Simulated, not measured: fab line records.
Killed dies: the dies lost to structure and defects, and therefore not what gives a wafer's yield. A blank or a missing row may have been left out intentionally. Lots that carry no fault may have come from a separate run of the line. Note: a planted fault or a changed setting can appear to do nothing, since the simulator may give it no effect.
fab line records ; flow nand_harc
[record] lots = 6; wafers = 18; last_day = 31
route steps=1302 shown P_GATE@133 END@1302
lots with no fault: from the same line, run without faults
start_h: hours from the record's first day to the start of the lot's first wafer shown ; wait_h: how many hours have passed since the lot's step before this one ; " repeats the value in the row above ; L1.1+2: one row covering several wafers at once ; - no value present, or no start provided ; * or withheld: withheld ; < > ~ a bound
route shown NAME@n: NAME is a module with steps in the file, n the number in the route of the first one ; usual: the fault-free wafers' mean and standard deviation ; same: alike in all rows ; chamber/n: place in a boat ; sites: readings site by site ; _std_site: the standard deviation of these ; _edge_site: inner sites' mean taken away from outer sites' mean ; radius_mm: for every site, how far away it sits from the centre of the wafer ; mask NAME#n: copy n ; behind: the most recent tool/chamber to have shaped the wafer ; hold: why the lot was held/for how many hours/how that ended ; device: whichever transistor did not switch (one of n, p or np) ; end of line: the same wafers' tests at the end of the route ; where a step has no rows: the recipe by itself ; killed: dies lost to structure and defects at the first sort, not the wafer's yield ; map: shows each die of a wafer: x if killed, . if not, _ if none is there
set.NAME: the run value of the setting; set.NAME@STEP: its run value at that earlier step ; model.NAME: the simulator's own value behind a step, which no gauge read
certain route steps with their lots: each step a table, each wafer a row
services: from which hour (start_h, from the record's first day; less than 0 if before it) a tool's chamber was out of use, for how many hours, and why
[[steps]]
[step NHARC_P_GATE_DEHYDRATE_18]
[recipe] temp_c = 150; time_s = 120
[step NHARC_P_GATE_HMDS_19]
[recipe] time_s = 30
[step NHARC_P_GATE_COAT_20]
[recipe] spin_rpm = 1500; resist_thk_nm = 90
[step NHARC_P_GATE_SOFTBAKE_21]
[recipe] temp_c = 105; time_s = 55
[step NHARC_P_GATE_EBR_22]
[step NHARC_P_GATE_EXPOSE_23]
[recipe] na = 1.35; target_cd_nm = 120; dose_mj = 93.91; mask_id = P_GATE
[step NHARC_P_GATE_PEB_24]
[recipe] peb_temp_c = 100; peb_time_s = 65
[step NHARC_P_GATE_DEVELOP_25]
[recipe] develop_time_s = 35; dev_temp_c = 23
[step NHARC_P_GATE_CD_MEAS_26]
[recipe] target_cd_nm = 120; landing_energy_ev = 500
[usual] cd_nm = 120.3/0.74
lot.wafer;tool;chamber;start_h;wait_h;cd_nm
L749.3;cd_sem-03;0;105.81;-;120.5
L749.4;cd_sem-03;0;105.81;-;120.4
L749.6;cd_sem-03;0;105.81;-;121.1
L750.2;cd_sem-03;0;113.04;-;120.1
L750.4;cd_sem-03;0;113.04;-;120.0
L750.6;cd_sem-03;0;113.04;-;121.8
L756.1;cd_sem-03;0;181.57;-;120.4
L756.4;cd_sem-03;0;181.57;-;120.1
L756.6;cd_sem-03;0;181.57;-;120.2
L760.1;cd_sem-02;0;215.92;-;120.9
L760.2;cd_sem-02;0;215.92;-;120.6
L760.4;cd_sem-02;0;215.92;-;121.0
L764.1;cd_sem-02;0;255.66;-;119.6
L764.2;cd_sem-02;0;255.66;-;121.2
L764.4;cd_sem-02;0;255.66;-;119.2
L767.3;cd_sem-01;0;288.80;-;120.1
L767.4;cd_sem-01;0;288.80;-;119.4
L767.5;cd_sem-01;0;288.80;-;121.5
[step NHARC_P_GATE_OVL_MEAS_27]
[usual] overlay_x_nm = 0.1/0.9; overlay_y_nm = 0.1/1
lot.wafer;tool;chamber;start_h;wait_h;overlay_x_nm;overlay_y_nm
L749.3;overlay-02;-;105.90;-;-1.2;0.2
L749.4;overlay-02;-;105.90;-;-0.4;0.7
L749.6;overlay-02;-;105.90;-;-1.2;0.3
L750.2;overlay-01;-;113.12;-;1.1;-0.1
L750.4;overlay-01;-;113.12;-;0.6;-0.1
L750.6;overlay-01;-;113.12;-;1.1;0.2
L756.1;overlay-01;-;181.66;-;-0.6;-1.4
L756.4;overlay-01;-;181.66;-;-0.7;-1.8
L756.6;overlay-01;-;181.66;-;-0.8;-1.4
L760.1;overlay-02;-;216.01;-;-0.4;1.0
L760.2;overlay-02;-;216.01;-;-0.4;0.7
L760.4;overlay-02;-;216.01;-;-0.5;1.0
L764.1;overlay-01;-;255.75;-;-1.0;-0.8
L764.2;overlay-01;-;255.75;-;-1.0;-0.6
L764.4;overlay-01;-;255.75;-;-0.5;-0.1
L767.3;overlay-01;-;288.88;-;-1.2;0.5
L767.4;overlay-01;-;288.88;-;-1.1;-0.1
L767.5;overlay-01;-;288.88;-;-1.3;-0.4
[step NHARC_P_GATE_INSPECT_28]
[usual] raw_defect_count = 6.5/2.8
lot.wafer;tool;chamber;start_h;wait_h;raw_defect_count
L749.3;defect_inspect-01;-;105.93;0.0;8
L749.4;defect_inspect-01;-;105.93;0.0;4
L749.6;defect_inspect-01;-;105.93;0.0;3
L750.2;defect_inspect-02;-;113.16;0.0;2
L750.4;defect_inspect-02;-;113.16;0.0;5
L750.6;defect_inspect-02;-;113.16;0.0;3
L756.1;defect_inspect-01;-;181.69;0.0;6
L756.4;defect_inspect-01;-;181.69;0.0;8
L756.6;defect_inspect-01;-;181.69;0.0;8
L760.1;defect_inspect-02;-;216.04;0.0;5
L760.2;defect_inspect-02;-;216.04;0.0;9
L760.4;defect_inspect-02;-;216.04;0.0;6
L764.1;defect_inspect-02;-;255.79;0.0;7
L764.2;defect_inspect-02;-;255.79;0.0;10
L764.4;defect_inspect-02;-;255.79;0.0;11
L767.3;defect_inspect-02;-;288.92;0.0;8
L767.4;defect_inspect-02;-;288.92;0.0;6
L767.5;defect_inspect-02;-;288.92;0.0;7
[step NHARC_P_GATE_DESCUM_31]
[recipe] time_s = 3; o2_flow_sccm = 200; ar_flow_sccm = 0; bias_power_w = 0; chemistry = O2
[usual] drypump_motor_current_A = 5.75/0.28; o2_flow_sccm = 200.0/0.62; oes_product_au = 0.996/0.01; rf_vpp_V = 57.8/0.87; showerhead_plenum_p_Torr = 1.91/0.1; throttle_valve_pct = 11.311/0.0083
lot.wafer;tool;chamber;start_h;wait_h;drypump_motor_current_A;o2_flow_sccm;oes_product_au;rf_hours_counter_h;rf_vpp_V;showerhead_plenum_p_Torr;throttle_valve_pct
L749.4;rie_diel-01;3;105.99;0.1;5.83;199.8;0.994;3.5;57.5;2.03;11.319
L749.3;rie_diel-01;0;105.99;0.1;6.01;200.6;0.994;4.1;55.8;1.81;11.301
L749.6;rie_diel-01;0;105.99;0.1;6.00;199.5;1.001;-;58.2;1.81;11.305
L750.4;rie_diel-01;1;113.22;0.1;5.38;200.4;0.996;4.1;58.1;1.83;11.306
L750.2;rie_diel-01;0;113.22;0.1;6.01;200.8;0.988;4.3;58.1;1.81;11.301
L750.6;rie_diel-01;2;113.22;0.1;5.74;199.7;0.997;-;57.8;2.05;11.308
L756.4;rie_diel-01;0;181.76;0.1;6.01;200.7;0.982;8.9;57.6;1.80;11.317
L756.1;rie_diel-01;2;181.76;0.1;5.75;200.0;0.988;8.2;59.2;2.05;11.322
L756.6;rie_diel-01;3;181.76;0.1;5.88;199.9;0.996;-;57.7;2.03;11.313
L760.4;rie_diel-01;0;216.11;0.1;6.04;198.6;0.981;0.6;56.3;1.80;11.303
L760.2;rie_diel-01;1;216.11;0.1;5.39;200.1;1.000;0.4;57.0;1.83;11.316
L760.1;rie_diel-01;2;216.11;0.1;5.76;200.2;0.981;0.5;58.8;2.05;11.313
L764.1;rie_diel-07;0;255.85;0.1;5.90;200.5;1.007;5.5;58.4;2.03;11.306
L764.2;rie_diel-07;1;255.85;0.1;5.47;200.1;1.001;7.5;57.7;1.91;11.308
L764.4;rie_diel-07;2;255.85;0.1;5.64;199.7;0.991;-;58.0;1.78;11.310
L767.4;rie_diel-07;1;288.99;0.1;5.52;200.2;1.006;8.9;56.7;1.90;11.296
L767.3;rie_diel-07;3;288.99;0.1;5.30;200.1;0.987;9.8;57.6;1.84;11.324
L767.5;rie_diel-07;0;288.99;0.1;5.92;199.7;0.998;-;57.4;2.03;11.313
[step NHARC_P_GATE_ETCH_104]
[recipe] target_depth_a = 600; time_s = withheld; cf4_flow_sccm = 100; chf3_flow_sccm = 30; ar_flow_sccm = 0; rf_w = 500; bias_w = 200; chemistry = CF4/CHF3
[usual] drypump_motor_current_A = 5.73/0.27; oes_product_au = 0.948/0.023; rf_fwd_power_W = 492/3; rf_vpp_V = 370.4/2.8; showerhead_plenum_p_Torr = 1.57/0.08; throttle_valve_pct = 16.803/0.0078
lot.wafer;tool;chamber;start_h;wait_h;drypump_motor_current_A;oes_product_au;rf_fwd_power_W;rf_vpp_V;showerhead_plenum_p_Torr;throttle_valve_pct
L749.3;rie_diel-01;0;106.08;0.1;6.01;0.964;488;367.4;1.49;16.792
L749.4;rie_diel-01;3;106.08;0.1;5.81;0.962;493;372.2;1.66;16.800
L749.6;rie_diel-01;1;106.08;0.1;5.40;0.979;491;368.2;1.51;16.817
L750.4;rie_diel-01;1;113.31;0.1;5.36;0.934;490;369.4;1.51;16.806
L750.2;rie_diel-01;2;113.31;0.1;5.74;0.953;492;374.1;1.68;16.807
L750.6;rie_diel-01;0;113.31;0.1;6.04;0.952;486;367.6;1.49;16.814
L756.1;rie_diel-01;3;181.84;0.1;5.81;0.961;495;374.9;1.66;16.799
L756.4;rie_diel-01;2;181.84;0.1;5.74;0.978;494;375.2;1.68;16.821
L756.6;rie_diel-01;0;181.84;0.1;6.03;1.181;686;366.8;1.49;16.800
L760.4;rie_diel-01;2;216.19;0.1;5.73;0.953;495;374.9;1.68;16.795
L760.1;rie_diel-01;3;216.19;0.1;5.83;0.942;493;372.7;1.66;16.797
L760.2;rie_diel-01;0;216.19;0.1;6.03;1.184;689;368.4;1.49;16.813
L764.2;rie_diel-07;0;255.95;0.1;5.91;0.972;493;373.2;1.66;16.809
L764.1;rie_diel-07;2;255.95;0.1;5.62;0.959;495;368.2;1.47;16.812
L764.4;rie_diel-07;1;255.95;0.1;5.48;0.963;490;370.8;1.57;16.796
L767.3;rie_diel-07;1;289.07;0.1;5.46;0.960;489;372.1;1.57;16.817
L767.4;rie_diel-07;2;289.07;0.1;5.62;0.970;493;366.8;1.47;16.798
L767.5;rie_diel-07;0;289.07;0.1;5.90;0.962;491;374.6;1.66;16.805
[step NHARC_P_GATE_HM_OPEN_105]
[recipe] target_depth_a = 3600; o2_flow_sccm = 400; cos_flow_sccm = 20; ar_flow_sccm = 0; rf_w = 500; bias_w = 300; chemistry = O2/COS
[usual] cos_flow_sccm = 20.00/0.057; drypump_motor_current_A = 5.75/0.28; o2_flow_sccm = 399.9/1.2; oes_product_au = 0.996/0.01; rf_vpp_V = 467/3.5; showerhead_plenum_p_Torr = 3.11/0.16; throttle_valve_pct = 28.330/0.0088
lot.wafer;tool;chamber;start_h;wait_h;cos_flow_sccm;drypump_motor_current_A;o2_flow_sccm;oes_product_au;rf_hours_counter_h;rf_vpp_V;showerhead_plenum_p_Torr;throttle_valve_pct
L749.3;rie_diel-01;0;-;-;19.92;5.99;398.5;0.997;4.2;463;2.96;28.327
L749.4;rie_diel-01;2;-;-;19.94;5.72;399.6;1.007;3.3;471;3.34;28.340
L749.6;rie_diel-01;1;-;-;19.94;5.41;403.6;1.012;-;464;2.99;28.336
L750.4;rie_diel-01;0;-;-;19.96;6.05;398.8;0.996;4.3;464;2.96;28.326
L750.2;rie_diel-01;2;-;-;20.01;5.76;400.6;0.999;3.5;470;3.34;28.331
L750.6;rie_diel-01;0;-;-;20.02;5.99;399.6;1.000;-;465;2.96;28.328
L756.1;rie_diel-01;3;-;-;19.93;5.89;401.9;1.005;8.2;471;3.30;28.330
L756.4;rie_diel-01;0;-;-;20.02;6.02;399.1;0.985;9.0;464;2.95;28.332
L756.6;rie_diel-01;2;-;-;20.00;5.73;400.1;0.995;-;473;3.34;28.334
L760.4;rie_diel-01;2;-;-;19.92;5.74;399.4;0.977;0.5;470;3.33;28.318
L760.2;rie_diel-01;3;-;-;20.05;5.81;399.3;0.991;0.7;470;3.30;28.344
L760.1;rie_diel-01;0;-;-;19.93;6.01;399.2;0.983;0.6;463;2.95;28.332
L764.2;rie_diel-07;0;-;-;19.91;5.92;399.8;1.006;5.6;470;3.30;28.323
L764.1;rie_diel-07;1;-;-;20.10;5.49;400.3;1.003;7.6;467;3.11;28.353
L764.4;rie_diel-07;0;-;-;19.93;5.89;399.0;0.999;-;471;3.30;28.329
L767.4;rie_diel-07;2;-;-;20.08;5.61;399.1;1.004;10.3;461;2.91;28.327
L767.3;rie_diel-07;0;-;-;19.97;5.90;399.5;1.015;6.9;471;3.30;28.323
L767.5;rie_diel-07;2;-;-;20.11;5.63;400.9;1.005;-;462;2.91;28.326
[step NHARC_END_SORT_01]
[recipe] temp_c = 25
[usual] killed_at_array = 56/17; killed_at_other = 0.9/1.2; killed_at_periphery = 3.9/2.5; killed_dies = 61/17; killed_open = 3.2/1.8; killed_short = 2.7/1.7
[same] gross_dies = 677
lot.wafer;tool;chamber;start_h;wait_h;killed_at_array;killed_at_other;killed_at_periphery;killed_dies;killed_open;killed_short
L750.2;prober-02;0;578.59;2.8;55;0;3;58;1;4
L750.4;prober-02;0;580.19;3.4;46;0;1;47;3;2
L750.6;prober-02;0;581.79;4.0;47;0;4;51;5;4
L764.1;prober-01;0;710.65;2.5;27;0;3;30;2;1
L764.2;prober-01;0;711.43;2.8;32;0;3;35;4;3
L764.4;prober-01;0;712.99;3.4;21;1;2;24;0;1
// killed by level:class
L750.2 A_CHANNEL_HOLE_D2:chamber_film_flake=36 A_CHANNEL_HOLE_D1:chamber_film_flake=5 A_CONTACT:chamber_film_flake=3 A_WL_FILL:geometric_particle:short=2 A_ZERO_WELL:chamber_film_flake=2 P_STI:geometric_particle:short=1 A_ONON_D1:geometric_particle:open=1 A_CHANNEL_FILL_D2:geometric_particle:short=1
L750.4 A_CHANNEL_HOLE_D2:chamber_film_flake=33 A_STAIRCASE:chamber_film_flake=3 A_CHANNEL_FILL_D2:chamber_film_flake=2 A_CONTACT:chamber_film_flake=2 A_DECK1_JOINT:geometric_particle:short=1 A_SLIT:geometric_particle:short=1 A_BLC:geometric_particle:open=1 A_M0:geometric_particle:open=1
L750.6 A_CHANNEL_HOLE_D2:chamber_film_flake=31 A_CHANNEL_FILL_D2:chamber_film_flake=3 P_CONTACT:geometric_particle:open=2 A_CHANNEL_FILL_D1:chamber_film_flake=2 A_STAIRCASE:chamber_film_flake=2 A_SLIT:chamber_film_flake=2 P_M0:geometric_particle:open=1 P_M1:geometric_particle:short=1
L764.1 A_CHANNEL_HOLE_D1:chamber_film_flake=8 A_CONTACT:chamber_film_flake=6 A_STAIRCASE:chamber_film_flake=4 P_STI:chamber_film_flake=3 A_SLIT:chamber_film_flake=3 A_CHANNEL_FILL_D1:geometric_particle:short=1 A_SLIT:geometric_particle:open=1 A_M0:geometric_particle:open=1
L764.2 A_CHANNEL_HOLE_D1:chamber_film_flake=13 A_STAIRCASE:chamber_film_flake=4 A_SLIT:chamber_film_flake=3 A_CONTACT:chamber_film_flake=3 A_CHANNEL_HOLE_D1:geometric_particle:open=2 P_STI:chamber_film_flake=2 A_CHANNEL_FILL_D2:chamber_film_flake=2 P_STI:geometric_particle:open=1
L764.4 A_CHANNEL_HOLE_D1:chamber_film_flake=8 A_CONTACT:chamber_film_flake=5 A_SLIT:chamber_film_flake=4 A_M1:chamber_film_flake=2 A_WL_FILL:geometric_particle:short=1 P_ZERO_WELL:chamber_film_flake=1 P_STI:chamber_film_flake=1 A_WL_FILL:chamber_film_flake=1
[[services]]
tool;chamber;start_h;hours;kind
rie_diel-01;0;84.80;-;clean
rie_diel-01;1;84.80;-;clean
rie_diel-01;2;84.80;-;clean
rie_diel-01;3;84.80;-;clean
rie_diel-01;0;109.30;-;clean
rie_diel-01;1;109.30;-;clean
rie_diel-01;2;109.30;-;clean
rie_diel-01;3;109.30;-;clean
rie_diel-07;-;117.20;9.0;pm
rie_diel-01;0;133.80;-;clean
rie_diel-01;1;133.80;-;clean
rie_diel-01;2;133.80;-;clean
rie_diel-01;3;133.80;-;clean
rie_diel-07;1;147.18;7.6;repair
rie_diel-01;0;158.30;-;clean
rie_diel-01;1;158.30;-;clean
rie_diel-01;2;158.30;-;clean
rie_diel-01;3;158.30;-;clean
rie_diel-07;0;171.99;1.6;repair
rie_diel-01;0;182.80;-;clean
rie_diel-01;1;182.80;-;clean
rie_diel-01;-;204.31;9.0;pm
rie_diel-07;0;235.24;6.1;repair
rie_diel-07;3;255.63;10.9;repair
[[key]]
[first_sign] step = NHARC_P_GATE_ETCH_104; reading = rf_fwd_power_W; direction = up; sigmas = 65; usual = *; struck = *
[effect] step = NHARC_P_GATE_ETCH_104; reading = oes_product_au; direction = up; sigmas = 10; usual = 0.948; struck = 1.183
met_at NHARC_P_GATE_ETCH_104
struck_wafers L756.6,L760.2
tester_left_out L756,L760
onset_between 113.31 181.84
[fault] kind = process_parameter_drift; tool = rie_diel-01; chamber = 0; onset_h = 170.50; steps = NHARC_P_GATE_ETCH_104; channel = rf_w; offset = *; shape = step; end_h = 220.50; acts_in = *; stated = *
// tester_left_out: of these lots the tester's yield and bins aren't shown, on N5 and GAA mostly nor the transistor test; their killed dies are dies lost to structure and defects alone, not to doping, threshold or leakage, so they don't give the yield
